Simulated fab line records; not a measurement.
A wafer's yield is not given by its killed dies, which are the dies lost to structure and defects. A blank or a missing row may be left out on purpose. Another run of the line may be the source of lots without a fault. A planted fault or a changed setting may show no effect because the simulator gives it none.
fab line records ; flow n5-finfet
record: lots: 10; wafers: 30; last-day: 18
route steps=1938 shown BEOL_M4@1111 BEOL_M13@1699 PASSIVATION@1936
lots that met no fault: taken from a fault-free run of the same line
start-h: start of the lot's first displayed wafer, in hours after the record's first day ; wait-h: how many hours have passed since the lot's step before this one ; " identical to the entry in the row above ; L1.1+2: one row covering several wafers at once ; - no value, or no start given ; * or withheld: withheld ; < > ~ a bound
route shown NAME@n: names a module that has steps shown in the file, with the first one's number in the route ; usual: mean/standard deviation of fault-free wafers ; same: alike in all rows ; chamber/n: place in a boat ; sites: the reading at each site ; _std_site: standard deviation of those values ; _edge_site: outer sites' mean less inner sites' ; radius-mm: for every site, how far away it sits from the centre of the wafer ; mask NAME#n: copy n ; behind: tool/chamber where the wafer was last shaped ; hold: what put the lot on hold/how long, in hours/how the hold closed ; device: names the non-switching transistor (n, p or np) ; end of line: the tests these same wafers got at the end of their route ; for a step that has no rows: nothing shown but its recipe ; killed: at the first sort, the dies lost to defects and structure; wafer yield is something else ; map: a wafer's dies, x killed, . not, _ none there
set.NAME: the run value of the setting; set.NAME@STEP: its run value at that earlier step ; model.NAME: the simulator's own value behind a step, which no gauge read
the route's steps for a sample of lots (tables are steps, rows are wafers)
services: the hour from which a tool's chamber was out of use, counted from the record's first day as start-h (under 0 if before that day), plus the number of hours and why
== steps ==
step: N5_BEOL_M4_RC_MEAS_101
usual: DIBL_N: 36.0/1.8; DIBL_P: 36.3/2.4; IOFF_N: 0.16/0.035; IOFF_P: 0.21/0.036; ION_N: 673/13; ION_P: 461/7.2; SS_N: 71.4/0.6; SS_P: 73.2/0.7; VT_N: 250/4; VT_P: -250.9/2.9
lot.wafer;tool;chamber;start-h;wait-h;DIBL_N[mV/V];DIBL_P[mV/V];IOFF_N[nA/um];IOFF_P[nA/um];ION_N[uA/um];ION_P[uA/um];SS_N[mV/dec];SS_P[mV/dec];VT_N[mV];VT_P[mV]
L292.1;prober-02;0;188.25;0.0;36.7;38.2;0.19;0.25;675;465;72.5;73.7;248;-248.4
L292.4;prober-02;0;188.25;0.0;34.7;33.9;0.14;0.17;666;457;72.2;72.5;250;-252.9
L292.6;prober-02;0;188.25;0.0;39.2;41.4;0.25;0.32;693;473;72.8;74.6;242;-245.7
L295.1;prober-02;0;202.87;0.0;33.9;34.9;0.13;0.17;674;461;70.4;73.2;254;-250.4
L295.3;prober-02;0;202.87;0.0;37.5;37.1;0.19;0.20;668;455;72.0;73.4;248;-251.0
L295.4;prober-02;0;202.87;0.0;35.4;36.2;0.15;0.19;678;470;71.5;73.2;249;-250.7
L297.2;prober-01;0;215.20;0.2;35.3;37.0;0.15;0.20;675;464;71.0;73.5;249;-252.4
L297.3;prober-01;0;215.20;0.2;35.7;36.7;0.15;0.20;666;459;71.3;73.3;253;-251.4
L297.6;prober-01;0;215.20;0.2;32.9;34.1;0.11;0.16;668;465;71.0;72.7;255;-253.0
L299.4;prober-01;0;221.29;0.5;37.1;38.9;0.18;0.20;690;466;70.7;73.9;244;-253.0
L299.5;prober-01;0;221.29;0.5;38.0;39.6;0.18;0.22;681;464;71.6;74.2;247;-252.3
L299.6;prober-01;0;221.29;0.5;40.5;43.6;0.26;0.29;697;464;72.0;74.2;242;-248.7
L300.4;prober-01;0;242.86;0.5;36.3;36.1;0.17;0.20;683;464;71.6;73.7;247;-252.8
L300.5;prober-01;0;242.86;0.5;36.3;36.3;0.16;0.20;686;464;71.9;73.7;249;-252.5
L300.6;prober-01;0;242.86;0.5;39.2;39.5;0.24;0.26;691;459;72.2;74.0;244;-249.3
L301.3;prober-02;0;244.31;0.3;36.3;37.7;0.18;0.22;682;457;71.2;74.1;248;-251.5
L301.4;prober-02;0;244.31;0.3;34.5;34.6;0.15;0.18;671;456;70.8;72.5;248;-252.5
L301.5;prober-02;0;244.31;0.3;36.6;37.1;0.19;0.21;683;464;71.7;73.6;244;-253.3
L304.1;prober-01;0;250.12;0.0;35.5;34.8;0.15;0.20;685;470;71.1;72.8;250;-249.7
L304.3;prober-01;0;250.12;0.0;33.3;33.1;0.12;0.18;669;456;70.8;72.4;252;-249.3
L304.6;prober-01;0;250.12;0.0;35.3;34.6;0.15;0.19;677;462;70.9;72.5;251;-251.7
L310.2;prober-01;0;281.36;0.2;39.2;40.2;0.21;0.26;685;468;71.6;74.1;246;-249.3
L310.3;prober-01;0;281.36;0.2;34.6;35.4;0.13;0.18;673;462;71.3;73.0;254;-252.8
L310.5;prober-01;0;281.36;0.2;35.4;35.4;0.13;0.19;662;455;71.5;73.3;254;-252.0
L312.1;prober-01;0;316.37;0.0;36.3;34.9;0.15;0.20;679;465;71.5;73.1;246;-251.2
L312.4;prober-01;0;316.37;0.0;36.6;36.3;0.15;0.22;671;459;70.9;73.6;249;-251.9
L312.5;prober-01;0;316.37;0.0;35.2;33.6;0.13;0.17;661;450;71.0;71.9;250;-253.3
L313.1;prober-02;0;319.72;0.0;37.5;39.3;0.18;0.24;691;475;71.0;73.8;246;-246.5
L313.2;prober-02;0;319.72;0.0;37.7;39.7;0.18;0.25;680;471;72.0;74.1;247;-247.2
L313.5;prober-02;0;319.72;0.0;36.6;38.0;0.16;0.23;685;474;71.1;73.4;246;-248.1
step: N5_BEOL_M13_STRIP_37
recipe: chemistry: N2/H2; power-w: 1000; temp-c: 250; h2-frac: 0.65; overash-fraction: 0.3; pressure-mtorr: withheld; n2-flow-sccm: 1750; h2-flow-sccm: 3250
usual: drypump-motor-current-A: 5.59/0.23; heater-power-w: 332/18; oes-product-au: 0.784/0.01
lot.wafer;tool;chamber;start-h;wait-h;drypump-motor-current-A;heater-power-w;oes-product-au;rf-hours-counter-h
L292.1;plasma-asher-02;0;257.36;0.0;5.33;341;0.767;61
L292.4;plasma-asher-02;0;257.36;0.0;5.36;346;0.798;-
L292.6;plasma-asher-02;0;257.36;0.0;5.37;345;0.779;-
L295.1;plasma-asher-01;0;279.89;0.0;5.36;352;0.781;141
L295.3;plasma-asher-01;0;279.89;0.0;5.34;353;0.797;-
L295.4;plasma-asher-01;1;279.89;0.0;5.86;311;0.770;-
L297.2;plasma-asher-02;1;296.69;0.3;5.78;318;0.776;69
L297.3;plasma-asher-02;0;296.69;0.3;5.36;343;0.774;-
L297.6;plasma-asher-02;0;296.69;0.3;5.37;353;0.764;-
L299.4;plasma-asher-02;0;296.95;0.3;5.34;347;0.791;-
L299.5;plasma-asher-02;0;296.95;0.3;5.35;346;0.791;-
L299.6;plasma-asher-02;1;296.95;0.3;5.79;313;0.789;-
L300.4;plasma-asher-02;1;310.85;0.1;5.81;315;0.777;-
L300.5;plasma-asher-02;1;310.85;0.1;5.77;312;0.784;-
L300.6;plasma-asher-02;0;310.85;0.1;5.39;348;0.804;-
L301.3;plasma-asher-01;1;313.65;0.1;5.87;309;0.800;-
L301.4;plasma-asher-01;0;313.65;0.1;5.37;351;0.777;-
L301.5;plasma-asher-01;0;313.65;0.1;5.36;354;0.777;-
L304.1;plasma-asher-02;0;317.49;0.0;5.30;335;0.777;74
L304.3;plasma-asher-02;0;317.49;0.0;5.33;342;0.789;-
L304.6;plasma-asher-02;1;317.49;0.0;5.79;319;0.788;-
L310.2;plasma-asher-02;0;361.03;0.0;5.38;343;0.776;83
L310.3;plasma-asher-02;0;361.03;0.0;5.39;344;0.800;-
L310.5;plasma-asher-02;1;361.03;0.0;5.74;321;0.790;-
L312.1;plasma-asher-02;0;391.00;0.0;5.40;348;0.774;88
L312.4;plasma-asher-02;0;391.00;0.0;5.31;348;0.757;-
L312.5;plasma-asher-02;0;391.00;0.0;5.31;343;0.763;-
L313.1;plasma-asher-01;0;401.69;0.0;5.36;350;0.773;165
L313.2;plasma-asher-01;1;401.69;0.0;5.89;299;0.774;165
L313.5;plasma-asher-01;0;401.69;0.0;5.33;351;0.786;-
step: N5_BEOL_M13_SPUTTER_44
recipe: material: Ta; target-thk-a: 100; temp-c: 50; bias-v: 80; power-w: 15000; chamber-pressure-pa: 0.07; time-s: 16.13
usual: throttle-valve-pct: 30.2/1
lot.wafer;tool;chamber;start-h;wait-h;throttle-valve-pct
L292.1;pvd-sputter-01;-;261.35;0.0;32.0
L292.4;pvd-sputter-01;-;261.35;0.0;29.7
L292.6;pvd-sputter-01;-;261.35;0.0;32.1
L295.1;pvd-sputter-03;-;280.70;0.0;29.8
L295.3;pvd-sputter-03;-;280.70;0.0;30.4
L295.4;pvd-sputter-03;-;280.70;0.0;30.6
L297.2;pvd-sputter-02;-;297.28;0.0;30.4
L297.3;pvd-sputter-02;-;297.28;0.0;28.0
L297.6;pvd-sputter-02;-;297.28;0.0;29.0
L299.4;pvd-sputter-01;-;302.15;0.0;32.3
L299.5;pvd-sputter-01;-;302.15;0.0;31.8
L299.6;pvd-sputter-01;-;302.15;0.0;30.9
L300.4;pvd-sputter-01;-;313.10;0.0;30.1
L300.5;pvd-sputter-01;-;313.10;0.0;31.8
L300.6;pvd-sputter-01;-;313.10;0.0;29.7
L301.3;pvd-sputter-03;-;316.38;0.0;29.8
L301.4;pvd-sputter-03;-;316.38;0.0;30.8
L301.5;pvd-sputter-03;-;316.38;0.0;30.2
L304.1;pvd-sputter-02;-;319.23;0.0;30.6
L304.3;pvd-sputter-02;-;319.23;0.0;28.1
L304.6;pvd-sputter-02;-;319.23;0.0;30.9
L310.2;pvd-sputter-01;-;361.66;0.0;32.1
L310.3;pvd-sputter-01;-;361.66;0.0;29.7
L310.5;pvd-sputter-01;-;361.66;0.0;29.9
L312.1;pvd-sputter-01;-;394.91;0.0;29.6
L312.4;pvd-sputter-01;-;394.91;0.0;30.7
L312.5;pvd-sputter-01;-;394.91;0.0;29.8
L313.1;pvd-sputter-01;-;404.14;0.0;30.9
L313.2;pvd-sputter-01;-;404.14;0.0;29.7
L313.5;pvd-sputter-01;-;404.14;0.0;29.6
step: N5_BEOL_M13_DEP_53
recipe: material: SiCN; target-thk-a: 500; temp-c: withheld; precursor: 3MS/NH3; pressure-torr: 3; rf-w: 675; time-s: 17.8
usual: chamber-pressure-Torr: 3.000/0.0065; rf-fwd-power-W: 665.8/2.3; showerhead-plenum-p-Torr: 4.157/0.024; throttle-valve-pct: 18.3/1.1
lot.wafer;tool;chamber;start-h;wait-h;chamber-pressure-Torr;rf-fwd-power-W;showerhead-plenum-p-Torr;since-wet-clean-h;throttle-valve-pct
L292.1;pecvd-04;1;262.79;0.0;3.008;666.1;4.176;1510;19.9
L292.4;pecvd-04;1;262.79;0.0;2.995;669.0;4.175;-;20.1
L292.6;pecvd-04;0;262.79;0.0;2.996;665.2;4.173;-;18.9
L295.1;pecvd-04;0;281.72;0.0;3.001;659.8;4.160;804;18.9
L295.3;pecvd-04;0;281.72;0.0;2.998;662.5;4.158;-;18.7
L295.4;pecvd-04;2;281.72;0.0;2.997;667.5;4.144;-;17.3
L297.2;pecvd-02;2;298.29;0.0;3.000;664.0;4.129;401;17.4
L297.3;pecvd-02;1;298.29;0.0;3.003;663.8;4.213;1908;18.3
L297.6;pecvd-02;0;298.29;0.0;2.994;667.9;4.159;-;17.8
L299.4;pecvd-04;2;303.24;0.0;3.004;665.7;4.136;-;17.1
L299.5;pecvd-04;0;303.24;0.0;2.999;666.6;4.170;-;18.8
L299.6;pecvd-04;1;303.24;0.0;2.994;667.4;4.172;-;20.2
L300.4;pecvd-04;0;314.47;0.0;-;-;-;-;-
L300.5;pecvd-04;2;314.47;0.0;-;-;-;-;-
L300.6;pecvd-04;1;314.47;0.0;-;-;-;-;-
L301.3;pecvd-02;1;317.39;0.0;-;-;-;-;-
L301.4;pecvd-02;0;317.39;0.0;-;-;-;-;-
L301.5;pecvd-02;1;317.39;0.0;-;-;-;-;-
L304.1;pecvd-01;1;320.26;0.0;-;-;-;-;-
L304.3;pecvd-01;2;320.26;0.0;-;-;-;-;-
L304.6;pecvd-01;1;320.26;0.0;-;-;-;-;-
L310.2;pecvd-01;0;362.89;0.0;2.999;667.4;4.139;1067;19.1
L310.3;pecvd-01;1;362.89;0.0;3.003;669.3;4.148;707;16.4
L310.5;pecvd-01;0;362.89;0.0;2.990;668.3;4.145;-;19.5
L312.1;pecvd-04;2;396.19;0.0;2.999;667.3;4.133;165;17.4
L312.4;pecvd-04;2;396.19;0.0;2.997;664.0;4.139;-;17.5
L312.5;pecvd-04;1;396.19;0.0;3.010;667.6;4.180;-;20.1
L313.1;pecvd-02;0;405.16;0.0;3.001;664.7;4.155;1290;17.8
L313.2;pecvd-02;2;405.16;0.0;3.002;662.2;4.121;508;17.5
L313.5;pecvd-02;2;405.16;0.0;2.996;664.6;4.112;-;17.7
step: N5_PASSIVATION_PROBE_49
usual: defect-limited-yield: 91.2/1.4; killed_at_M0_to_M3: 35/11; killed_at_M4_up: 14/5.6; killed-at-contacts: 12/5.6; killed-at-front-end: 38/11; killed-at-other: 4/3.4; killed-dies: 103/17; killed-on-rim: 13/3.5; killed-open: 68/12; killed-short: 33/8.8; sort_bin_4_leakage: 0.00/0.007; sort_bin_5_function: 5.1/0.89; sort_bin_6_memory: 3.3/0.71; sort-n-pass: 1077/17; sort-yield-pct: 91.2/1.4
same: gross-dies: 1180; killed-at-back-side: 0; sort_bin_8_speed[%]: 0
lot.wafer;tool;chamber;start-h;wait-h;defect-limited-yield[%];killed_at_M0_to_M3;killed_at_M4_up;killed-at-contacts;killed-at-front-end;killed-at-other;killed-dies;killed-on-rim;killed-open;killed-short;sort_bin_4_leakage[%];sort_bin_5_function[%];sort_bin_6_memory[%];sort-n-pass;sort-yield-pct[%]
L292.1;prober-02;-;293.29;0.0;90.8;45;13;16;34;1;109;15;76;32;0;5.9;2.7;1071;90.8
L292.4;prober-02;-;293.44;0.2;90.2;28;26;13;48;1;116;9;76;39;0;6.4;3.2;1064;90.2
L292.6;prober-02;-;293.54;0.3;89.3;50;18;13;45;0;126;16;89;34;0.08;6.8;3.5;1053;89.2
L295.1;prober-02;-;306.60;0.0;89.5;59;13;4;48;0;124;12;80;37;0;6.4;3.3;1056;89.5
L295.3;prober-02;-;306.70;0.1;89.9;47;12;8;49;3;119;16;78;36;0;5.8;3.6;1061;89.9
L295.4;prober-02;-;306.75;0.2;91.4;31;15;14;38;3;101;18;65;34;0;4.7;3.6;1079;91.4
L297.2;prober-02;-;325.59;0.1;90.1;44;11;9;47;6;117;12;67;48;0;5.3;4.2;1063;90.1
L297.3;prober-02;-;325.64;0.1;91.1;42;11;4;40;8;105;14;58;39;0;5.3;3.2;1075;91.1
L297.6;prober-02;-;325.79;0.3;90.6;45;18;5;38;5;111;9;69;37;0;5.3;3.6;1069;90.6
L299.4;prober-02;-;330.16;0.2;91.6;30;10;19;36;4;99;17;70;27;0;5.1;3.1;1081;91.6
L299.5;prober-02;-;330.21;0.2;93.1;38;12;8;18;5;81;10;44;35;0;4.2;2.1;1099;93.1
L299.6;prober-02;-;330.26;0.3;91.4;34;16;6;36;10;102;10;68;33;0;5.9;2.7;1078;91.4
L300.4;prober-02;-;347.16;0.2;0;38;1086;6;40;10;1180;152;59;50;0;95.3;4.1;0;0
L300.5;prober-02;-;347.21;0.2;0;33;1093;17;33;4;1180;152;63;38;0;96.7;3.1;0;0
L300.6;prober-02;-;347.26;0.3;0;32;1101;9;35;3;1180;152;58;34;0;96.8;2.7;0;0
L301.3;prober-01;-;352.71;0.1;0;24;1120;4;29;3;1180;152;59;18;0;97.7;2.1;0;0
L301.4;prober-01;-;352.76;0.2;0;30;1107;10;32;1;1180;152;57;25;0;96.9;3.1;0;0
L301.5;prober-01;-;352.81;0.2;0;27;1131;2;20;0;1180;152;42;15;0;97.8;2.1;0;0
L304.1;prober-02;-;353.12;0.0;0;24;1074;24;43;15;1180;152;66;46;0;96.1;3.5;0;0
L304.3;prober-02;-;353.22;0.1;0;29;1067;17;55;12;1180;152;64;52;0;95.8;4.0;0;0
L304.6;prober-02;-;353.37;0.3;0;45;1044;17;54;20;1180;152;88;53;0;93.7;5.3;0;0
L310.2;prober-01;-;395.77;0.1;91.0;46;10;6;42;2;106;19;62;42;0;4.8;3.6;1074;91.0
L310.3;prober-01;-;395.82;0.1;91.2;28;15;13;48;0;104;19;69;33;0;5.3;3.1;1076;91.2
L310.5;prober-01;-;395.92;0.2;94.3;12;8;17;28;2;67;8;46;21;0;3.6;1.9;1113;94.3
L312.1;prober-02;-;425.30;0.0;93.1;41;17;4;19;1;82;7;60;18;0;4.2;2.6;1098;93.1
L312.4;prober-02;-;425.45;0.2;91.9;41;12;11;27;4;95;12;59;31;0;4.7;3.2;1085;91.9
L312.5;prober-02;-;425.50;0.2;93.0;22;10;4;42;5;83;16;50;31;0;4.0;2.6;1097;93.0
L313.1;prober-02;-;438.55;0.0;91.4;36;10;5;48;3;102;14;64;38;0;4.7;3.6;1078;91.4
L313.2;prober-02;-;438.60;0.1;93.9;19;16;7;29;1;72;12;46;26;0;4.2;1.4;1108;93.9
L313.5;prober-02;-;438.75;0.2;90.7;23;23;13;48;3;110;13;79;30;0;6.3;2.8;1070;90.7
killed by level:class
L292.1 BEOL_M0_SAQP:geometric-particle:open=18 MOL_CONTACT_COAG:geometric-particle:open=14 BEOL_M0_SAQP:geometric-particle:short=13 FIN_SAQP:geometric-particle:open=12 BEOL_M4:geometric-particle:open=7 FIN_SAQP:geometric-particle:short=5 BEOL_M2:geometric-particle:open=5 STI_FIN_REVEAL:geometric-particle:open=4
L292.4 FIN_SAQP:geometric-particle:open=20 BEOL_M4:geometric-particle:open=15 BEOL_M0_SAQP:geometric-particle:short=14 MOL_CONTACT_COAG:geometric-particle:open=12 FIN_SAQP:geometric-particle:short=9 STI_FIN_REVEAL:geometric-particle:open=7 BEOL_M2:geometric-particle:open=5 DUMMY_GATE:geometric-particle:open=3
L292.6 STI_FIN_REVEAL:geometric-particle:open=14 BEOL_M0_SAQP:geometric-particle:open=14 BEOL_M0_SAQP:geometric-particle:short=11 FIN_SAQP:geometric-particle:open=10 MOL_CONTACT_COAG:geometric-particle:open=10 BEOL_M4:geometric-particle:open=10 BEOL_M3:geometric-particle:open=8 BEOL_M2:geometric-particle:open=6
L295.1 BEOL_M1:geometric-particle:open=13 BEOL_M2:geometric-particle:open=10 BEOL_M3:geometric-particle:open=10 BEOL_M0_SAQP:geometric-particle:short=9 FIN_SAQP:geometric-particle:open=8 BEOL_M0_SAQP:geometric-particle:open=8 FIN_SAQP:geometric-particle:short=7 DUMMY_GATE:geometric-particle:open=7
L295.3 BEOL_M2:geometric-particle:open=15 FIN_SAQP:geometric-particle:open=12 BEOL_M0_SAQP:geometric-particle:short=10 FIN_SAQP:geometric-particle:short=7 BEOL_M0_SAQP:geometric-particle:open=7 MOL_CONTACT_COAG:geometric-particle:open=6 STI_FIN_REVEAL:geometric-particle:open=5 BEOL_M3:geometric-particle:open=5
L295.4 MOL_CONTACT_COAG:geometric-particle:open=12 BEOL_M0_SAQP:geometric-particle:open=8 BEOL_M0_SAQP:geometric-particle:short=7 BEOL_M2:geometric-particle:open=7 FIN_SAQP:geometric-particle:short=6 STI_FIN_REVEAL:geometric-particle:open=6 DUMMY_GATE:geometric-particle:open=6 BEOL_M4:geometric-particle:open=6
L297.2 BEOL_M0_SAQP:geometric-particle:short=11 FIN_SAQP:geometric-particle:short=10 BEOL_M0_SAQP:geometric-particle:open=9 FIN_SAQP:geometric-particle:open=7 GATE_CUT:geometric-particle:short=6 MOL_CONTACT_COAG:geometric-particle:open=6 BEOL_M2:geometric-particle:open=6 BEOL_M3:geometric-particle:open=6
L297.3 BEOL_M0_SAQP:geometric-particle:open=14 BEOL_M0_SAQP:geometric-particle:short=10 FIN_SAQP:geometric-particle:short=9 BEOL_M1:geometric-particle:open=8 FIN_SAQP:geometric-particle:open=7 STARTING-WAFER:geometric-particle:open=5 BEOL_M3:geometric-particle:open=4 MOL_CONTACT_COAG:geometric-particle:open=4
L297.6 BEOL_M0_SAQP:geometric-particle:short=13 FIN_SAQP:geometric-particle:short=8 BEOL_M0_SAQP:geometric-particle:open=8 BEOL_M1:geometric-particle:open=8 BEOL_M2:geometric-particle:open=8 BEOL_M5:geometric-particle:open=7 STARTING-WAFER:geometric-particle:open=6 MOL_CONTACT_COAG:geometric-particle:open=5
L299.4 MOL_CONTACT_COAG:geometric-particle:open=17 BEOL_M3:geometric-particle:open=12 DUMMY_GATE:geometric-particle:open=7 FIN_SAQP:geometric-particle:short=6 BEOL_M2:geometric-particle:open=5 FIN_SAQP:geometric-particle:open=4 GATE_CUT:geometric-particle:short=4 BEOL_M1:geometric-particle:open=4
L299.5 BEOL_M0_SAQP:geometric-particle:short=10 BEOL_M0_SAQP:geometric-particle:open=9 BEOL_M4:geometric-particle:open=6 BEOL_M1:geometric-particle:open=5 FIN_SAQP:geometric-particle:short=4 BEOL_M4:geometric-particle:short=4 MOL_CONTACT_COAG:geometric-particle:open=4 MOL_CONTACT_COAG:geometric-particle:short=4
L299.6 FIN_SAQP:geometric-particle:short=12 FIN_SAQP:geometric-particle:open=11 BEOL_M0_SAQP:geometric-particle:open=11 BEOL_M3:geometric-particle:open=10 BEOL_M4:geometric-particle:open=9 MOL_CONTACT_COAG:geometric-particle:open=6 GATE_CUT:geometric-particle:short=4 BEOL_M0_SAQP:geometric-particle:short=4
L300.4 BEOL_M13:area-dep=1071 BEOL_M1:geometric-particle:open=13 FIN_SAQP:geometric-particle:short=10 BEOL_M4:geometric-particle:open=7 FIN_SAQP:geometric-particle:open=6 BEOL_M3:geometric-particle:open=6 MOL_CONTACT_COAG:geometric-particle:open=5 BEOL_M1:geometric-particle:short=5
L300.5 BEOL_M13:area-dep=1079 MOL_CONTACT_COAG:geometric-particle:open=15 FIN_SAQP:geometric-particle:short=11 BEOL_M0_SAQP:geometric-particle:short=5 BEOL_M0_SAQP:geometric-particle:open=5 BEOL_M1:geometric-particle:open=5 BEOL_M3:geometric-particle:open=5 FIN_SAQP:geometric-particle:open=4
L300.6 BEOL_M13:area-dep=1087 FIN_SAQP:geometric-particle:open=8 BEOL_M2:geometric-particle:open=8 STARTING-WAFER:geometric-particle:short=8 MOL_CONTACT_COAG:geometric-particle:open=7 BEOL_M0_SAQP:geometric-particle:short=7 BEOL_M4:geometric-particle:open=6 BEOL_M0_SAQP:geometric-particle:open=5
L301.3 BEOL_M13:area-dep=1103 FIN_SAQP:geometric-particle:open=7 STI_FIN_REVEAL:geometric-particle:open=6 BEOL_M3:geometric-particle:open=6 BEOL_M0_SAQP:geometric-particle:open=5 MOL_CONTACT_COAG:geometric-particle:open=4 BEOL_M6:geometric-particle:short=4 BEOL_M0_SAQP:geometric-particle:short=4
L301.4 BEOL_M13:area-dep=1098 FIN_SAQP:geometric-particle:open=14 BEOL_M2:geometric-particle:open=13 FIN_SAQP:geometric-particle:short=7 MOL_CONTACT_COAG:geometric-particle:open=7 BEOL_M3:geometric-particle:open=6 BEOL_M0_SAQP:geometric-particle:open=4 MOL_CONTACT_COAG:geometric-particle:short=3
L301.5 BEOL_M13:area-dep=1123 BEOL_M2:geometric-particle:open=8 FIN_SAQP:geometric-particle:open=6 BEOL_M0:geometric-particle:open=6 FIN_SAQP:geometric-particle:short=5 BEOL_M3:geometric-particle:open=4 BEOL_M5:geometric-particle:open=3 ILD0:geometric-particle:short=2
L304.1 BEOL_M13:area-dep=1065 MOL_CONTACT_COAG:geometric-particle:open=19 STI_FIN_REVEAL:geometric-particle:open=9 GATE_CUT:geometric-particle:short=8 BEOL_M1:geometric-particle:open=5 BEOL_M1:geometric-particle:short=5 BEOL_M2:geometric-particle:open=5 MIM_TOP_ETCH:geometric-particle:short=5
L304.3 BEOL_M13:area-dep=1064 MOL_CONTACT_COAG:geometric-particle:open=14 FIN_SAQP:geometric-particle:short=11 GATE_CUT:geometric-particle:short=7 STI_FIN_REVEAL:geometric-particle:open=6 GATE_CUT:geometric-particle:open=5 BEOL_M0_SAQP:geometric-particle:short=5 BEOL_M1:geometric-particle:short=5
L304.6 BEOL_M13:area-dep=1038 MOL_CONTACT_COAG:geometric-particle:open=12 STI_FIN_REVEAL:geometric-particle:open=10 MIM_TOP_ETCH:geometric-particle:open=10 BEOL_M1:geometric-particle:open=9 BEOL_M0_SAQP:geometric-particle:short=9 BEOL_M0_SAQP:geometric-particle:open=9 MIM_TOP_ETCH:geometric-particle:short=8
L310.2 STI_FIN_REVEAL:geometric-particle:open=16 BEOL_M0_SAQP:geometric-particle:open=14 BEOL_M0_SAQP:geometric-particle:short=11 BEOL_M3:geometric-particle:open=9 FIN_SAQP:geometric-particle:short=8 GATE_CUT:geometric-particle:short=5 BEOL_M4:geometric-particle:open=5 MOL_CONTACT_COAG:geometric-particle:open=4
L310.3 STI_FIN_REVEAL:geometric-particle:open=13 MOL_CONTACT_COAG:geometric-particle:open=10 FIN_SAQP:geometric-particle:open=8 BEOL_M4:geometric-particle:open=7 BEOL_M1:geometric-particle:open=6 BEOL_M0_SAQP:geometric-particle:open=5 GATE_CUT:geometric-particle:open=5 DUMMY_GATE:geometric-particle:open=4
L310.5 MOL_CONTACT_COAG:geometric-particle:open=14 STI_FIN_REVEAL:geometric-particle:open=7 FIN_SAQP:geometric-particle:open=6 FIN_SAQP:geometric-particle:short=4 MOL_CONTACT_COAG:geometric-particle:short=3 BEOL_M1:geometric-particle:short=3 BEOL_M5:geometric-particle:open=3 STI_FIN_REVEAL:geometric-particle:short=2
L312.1 BEOL_M2:geometric-particle:open=14 BEOL_M1:geometric-particle:open=8 BEOL_M4:geometric-particle:open=8 BEOL_M0_SAQP:geometric-particle:open=6 MOL_CONTACT_COAG:geometric-particle:open=4 BEOL_M0_SAQP:geometric-particle:short=4 BEOL_M2:geometric-particle:short=4 STARTING-WAFER:geometric-particle:open=4
L312.4 BEOL_M2:geometric-particle:open=16 MOL_CONTACT_COAG:geometric-particle:open=9 BEOL_M4:geometric-particle:open=8 ILD0:geometric-particle:short=6 BEOL_M2:geometric-particle:short=6 BEOL_M3:geometric-particle:open=6 FIN_SAQP:geometric-particle:open=5 BEOL_M0_SAQP:geometric-particle:open=5
L312.5 FIN_SAQP:geometric-particle:short=10 STI_FIN_REVEAL:geometric-particle:open=8 BEOL_M2:geometric-particle:open=7 FIN_SAQP:geometric-particle:open=5 BEOL_M3:geometric-particle:open=5 BEOL_M5:geometric-particle:open=4 STARTING-WAFER:geometric-particle:short=4 ILD0:geometric-particle:open=3
L313.1 BEOL_M0_SAQP:geometric-particle:short=13 DUMMY_GATE:geometric-particle:open=11 FIN_SAQP:geometric-particle:open=7 STI_FIN_REVEAL:geometric-particle:open=7 BEOL_M4:geometric-particle:open=7 BEOL_M0_SAQP:geometric-particle:open=6 MOL_CONTACT_COAG:geometric-particle:open=5 BEOL_M1:geometric-particle:short=5
L313.2 BEOL_M4:geometric-particle:open=6 BEOL_M5:geometric-particle:open=6 FIN_SAQP:geometric-particle:short=5 BEOL_M1:geometric-particle:open=5 DUMMY_GATE:geometric-particle:open=4 MOL_CONTACT_COAG:geometric-particle:short=4 BEOL_M0:geometric-particle:open=4 STI_FIN_REVEAL:geometric-particle:open=3
L313.5 STI_FIN_REVEAL:geometric-particle:open=18 MOL_CONTACT_COAG:geometric-particle:open=13 FIN_SAQP:geometric-particle:short=8 BEOL_M0_SAQP:geometric-particle:open=7 BEOL_M4:geometric-particle:open=7 BEOL_M2:geometric-particle:open=6 BEOL_M5:geometric-particle:open=6 STI_FIN_REVEAL:geometric-particle:short=4
== services ==
tool;chamber;start-h;hours;kind
pecvd-01;2;250.89;-;calibration
pecvd-02;2;267.49;5.5;scheduled-down
pecvd-02;1;272.95;2.1;scheduled-down
pecvd-02;0;279.07;4.1;repair
pecvd-04;1;280.59;5.5;scheduled-down
pecvd-01;-;293.53;14.6;pm
plasma-asher-01;-;295.86;2.8;pm
pvd-sputter-02;-;310.46;4.5;repair
pecvd-02;1;319.10;5.5;scheduled-down
pvd-sputter-02;-;324.98;1.7;repair
pvd-sputter-03;-;330.58;2.5;repair
pecvd-01;1;332.56;5.5;scheduled-down
pvd-sputter-03;-;333.25;7.2;repair
pecvd-02;-;339.09;14.6;pm
pecvd-04;2;342.93;5.5;scheduled-down
pvd-sputter-02;-;343.85;3.3;repair
pecvd-02;-;359.09;0.9;repair
pvd-sputter-01;-;379.91;5.9;repair
pvd-sputter-02;-;392.32;6.4;repair
pvd-sputter-01;-;398.43;1.6;repair
== key ==
first-sign: step: N5_BEOL_M13_DEP_53; reading: tool-record; direction: missing
effect: step: N5_PASSIVATION_PROBE_49; reading: killed_at_M4_up; direction: up; sigmas: 99+; usual: 14; struck: 1091
more-kills-born-at: N5_BEOL_M13_DEP_53@pecvd-02: 3324; N5_BEOL_M13_DEP_53@pecvd-04: 3237; N5_BEOL_M13_DEP_53@pecvd-01: 3167
met-at N5_BEOL_M13_DEP_53
struck-lots L300,L301,L304
later-rows-left-out L300.4,L300.5,L300.6,L301.3,L301.4,L301.5,L304.1,L304.3,L304.6
not-acting-at N5_BEOL_M13_STRIP_37,N5_BEOL_M13_SPUTTER_44
onset-between 303.24 314.47
fault: kind: skipped-step-whole; tool: pecvd-01,pecvd-02,pecvd-04; chamber: -; onset-h: 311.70; steps: N5_BEOL_M13_DEP_53; scope: struck-lots-only
later-rows-left-out: the simulator's readings of these wafers behind a module that went badly wrong aren't trusted and aren't shown, but for the sort
